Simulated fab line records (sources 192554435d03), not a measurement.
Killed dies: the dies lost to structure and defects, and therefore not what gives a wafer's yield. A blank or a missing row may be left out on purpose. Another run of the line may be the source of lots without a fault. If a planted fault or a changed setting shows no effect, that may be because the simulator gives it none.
Which tool did it? ; flow n5-finfet ; 31 wafers sampled from 11 lots at 1 step of a route of 1938

## WHAT THE GAUGES SHOWED, per wafer
N5_WELL_APT_CD_MEAS_08: target cd 200 nm.
lot;measured;on;cd-nm (nm)
L546;day 1 13:49;cd-sem-03;201.1 200.0 199.1
L547;day 1 19:41;cd-sem-01;200.5 202.0 202.8
L554;day 3 15:00;cd-sem-01;197.7 197.1
L556;day 4 01:34;cd-sem-02;200.8 197.8
L560;day 5 01:36;cd-sem-01;196.9 198.0 199.0
L562;day 5 13:34;cd-sem-02;197.0 199.9 199.5
L564;day 6 01:34;cd-sem-03;200.6 198.5 198.7
L566;day 6 13:41;cd-sem-03;199.3 198.1 199.4
L567;day 6 20:00;cd-sem-01;203.0 201.4 201.7
L568;day 7 01:55;cd-sem-01;198.5 197.5 197.8
L569;day 7 07:41;cd-sem-01;199.8 200.7 199.5

## TOOL THAT RAN EACH LOT (tool first, then ch and the chambers of the sampled wafers, then the start)
Before these readings, the record contains no process step.

## THE ANSWER, worked out from the rows above alone
Rule: the lots themselves supply what counts as usual. The widest of any qualifying gaps counts: lots, ordered by their means at a reading, are off when they make up no more than a third of the lots, leave a main group of 4 or more, and stand apart from it by 3 or more times the standard deviation of that group's means. A main group is skipped when, at the precision printed for the reading in the tables above, its means are all equal. A lot without any number at a reading at which 4 lots or more have one is off too. The other lots that the step has rows for count as sound.
Nothing can be told from this: no lot is off at any reading shown.

## WHAT THE SIMULATOR HAD INSERTED
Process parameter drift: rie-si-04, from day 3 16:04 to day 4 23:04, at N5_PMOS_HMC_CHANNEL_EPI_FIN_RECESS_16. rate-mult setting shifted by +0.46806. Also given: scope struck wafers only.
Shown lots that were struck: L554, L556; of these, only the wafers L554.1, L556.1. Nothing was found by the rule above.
